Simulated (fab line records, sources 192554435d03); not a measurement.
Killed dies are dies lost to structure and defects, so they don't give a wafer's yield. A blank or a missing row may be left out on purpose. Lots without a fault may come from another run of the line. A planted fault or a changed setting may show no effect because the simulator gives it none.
Chamber matching | flow n5_finfet | N5_BEOL_M0_STRIP_140 on rie_diel-06: 4 sister chambers
The step strips in CF4. 4 wafers are shown with their chamber, then 10 later ones without.

WAFERS WITH THEIR CHAMBER
wafer  | chamber | showerhead_plenum_p_Torr (Torr)
L083.4 | 3       | 1.83
L087.5 | 1       | 1.77
L087.6 | 0       | 1.83
L088.5 | 2       | 1.78

WAFERS WITHOUT THEIR CHAMBER
wafer  | showerhead_plenum_p_Torr (Torr)
L088.6 | 1.77
L092.2 | 1.83
L092.4 | 1.77
L092.5 | 1.83
L096.1 | 1.83
L096.4 | 1.83
L096.6 | 1.78
L095.2 | 1.83
L095.4 | 1.82
L095.5 | 1.78

WHICH CHAMBER EACH WENT THROUGH
wafer  | from the rows above     | in truth
L088.6 | 1                       | 1
L092.2 | can't be placed: 0 or 3 | 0
L092.4 | 1                       | 1
L092.5 | can't be placed: 0 or 3 | 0
L096.1 | can't be placed: 0 or 3 | 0
L096.4 | can't be placed: 0 or 3 | 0
L096.6 | 2                       | 2
L095.2 | can't be placed: 0 or 3 | 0
L095.4 | can't be placed: 0 or 3 | 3
L095.5 | 2                       | 2
Placed correctly: 4 of 10. Can't be placed from these rows: 6 (the true chamber is among the candidates in 6). Placed wrongly: 0.
How it was worked out, from the rows above alone: a wafer's distance from a chamber is the root of the sum, over the readings, of the square of ((its reading less the chamber's mean) divided by the reading's scatter). The wafer belongs to the nearest chamber; if the next one is less than 2 further off, it can't be placed. A chamber's mean is the mean of its shown wafers. The scatter: with one shown wafer a chamber, the root of the mean of the squares of how far each hidden wafer lies from its nearest shown one.
